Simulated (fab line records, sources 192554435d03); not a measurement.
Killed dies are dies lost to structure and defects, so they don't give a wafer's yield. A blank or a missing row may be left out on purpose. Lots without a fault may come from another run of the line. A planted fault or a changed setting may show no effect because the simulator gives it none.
Chamber matching | flow n5_finfet | N5_HKMG_FIN_ALD_71 on ald_metal-02: 4 sister chambers
The step deposits TiN, target thk 1 nm, pulse time 1 s, purge time 3 s. 14 wafers are shown with their chamber, then 7 later ones without.

WAFERS WITH THEIR CHAMBER
wafer  | chamber | heater_power_w (W) | precursor_pulse_height_rel
L076.2 | 1       | 728                | 1.000
L076.3 | 2       | 794                | 0.975
L076.5 | 1       | 740                | 0.986
L080.2 | 3       | 959                | 0.986
L080.3 | 2       | 774                | 1.012
L080.5 | 3       | 936                | 1.002
L081.2 | 0       | 892                | 0.993
L081.5 | 2       | 811                | 1.026
L081.6 | 0       | 870                | 1.034
L083.4 | 3       | 963                | 0.990
L083.5 | 3       | 930                | 1.003
L083.6 | 0       | 913                | 0.979
L084.2 | 0       | 917                | 0.999
L084.3 | 3       | 961                | 1.005

SIGNATURES (means of the wafers above)
reading                    | chamber 0 | chamber 1 | chamber 2 | chamber 3 | scatter within a chamber
heater_power_w             | 898.00    | 734.00    | 793.00    | 949.80    | 17.7
precursor_pulse_height_rel | 1.00125   | 0.99300   | 1.00433   | 0.99720   | 0.0185
Rule: a wafer's distance from a chamber is the root of the sum, over the readings, of the square of ((its reading less the chamber's mean) divided by the reading's scatter). The wafer belongs to the nearest chamber; if the next one is less than 2 further off, it can't be placed. The scatter: the root of (the sum of the squares of (reading less its chamber's mean) over the shown wafers, divided by (wafers less chambers)).

WAFERS WITHOUT THEIR CHAMBER
wafer  | heater_power_w (W) | precursor_pulse_height_rel
L084.4 | 732                | 1.022
L087.2 | 934                | 0.970
L087.3 | 794                | 1.006
L087.6 | 729                | 0.976
L091.2 | 739                | 1.020
L091.4 | 949                | 1.033
L091.5 | 788                | 0.977

WHICH CHAMBER EACH WENT THROUGH
wafer  | from the rows above     | in truth
L084.4 | 1                       | 1
L087.2 | can't be placed: 3 or 0 | 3
L087.3 | 2                       | 2
L087.6 | 1                       | 1
L091.2 | can't be placed: 1 or 2 | 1
L091.4 | can't be placed: 3 or 0 | 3
L091.5 | can't be placed: 2 or 1 | 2
Placed correctly: 3 of 7. Can't be placed from these rows: 4 (the true chamber is among the candidates in 4). Placed wrongly: 0.
